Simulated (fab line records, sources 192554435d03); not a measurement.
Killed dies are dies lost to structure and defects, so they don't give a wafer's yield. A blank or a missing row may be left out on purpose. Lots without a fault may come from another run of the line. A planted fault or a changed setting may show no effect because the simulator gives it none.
Which tool did it? | flow n5_finfet | 12 lots, 36 wafers sampled, at 1 step of a route of 1938

WHAT THE GAUGES READ, wafer by wafer
N5_BEOL_M13_OCD_MEAS_35.
lot  | measured     | on     | trench_depth_nm (nm)
L075 | day 12 16:48 | ocd-01 | 405 408 404
L079 | day 12 20:19 | ocd-01 | 422 403 414
L081 | day 13 08:13 | ocd-02 | 408 411 412
L080 | day 13 13:17 | ocd-02 | 413 423 425
L084 | day 14 15:46 | ocd-01 | 404 411 408
L086 | day 14 18:27 | ocd-01 | 413 411 412
L089 | day 15 15:19 | ocd-01 | 420 411 411
L087 | day 15 18:03 | ocd-01 | 411 415 413
L091 | day 16 10:58 | ocd-01 | 415 398 401
L094 | day 16 15:04 | ocd-01 | 410 421 421
L095 | day 17 08:26 | ocd-01 | 415 412 413
L097 | day 17 20:41 | ocd-01 | 414 416 416

WHICH TOOL RAN EACH LOT (tool, then ch and the chambers of the sampled wafers, then the start)
The record holds no process step before these readings.

THE ANSWER, worked out from the rows above alone
Rule: what is usual is taken from the lots themselves. Put in order of their means at a reading, lots are off if they are a third of the lots or fewer, leave a main group of 4 or more, and stand apart from it by a gap of 3 or more times the standard deviation of the main group's means; of several such gaps the widest counts. A main group whose means are all the same, to the digits that the tables above print for the reading, isn't used. A lot without any number at a reading at which 4 lots or more have one is off too. The other lots that the step has rows for count as sound.
No lot is off at any reading shown: from this, nothing can be told.

WHAT THE SIMULATOR HAD PUT IN
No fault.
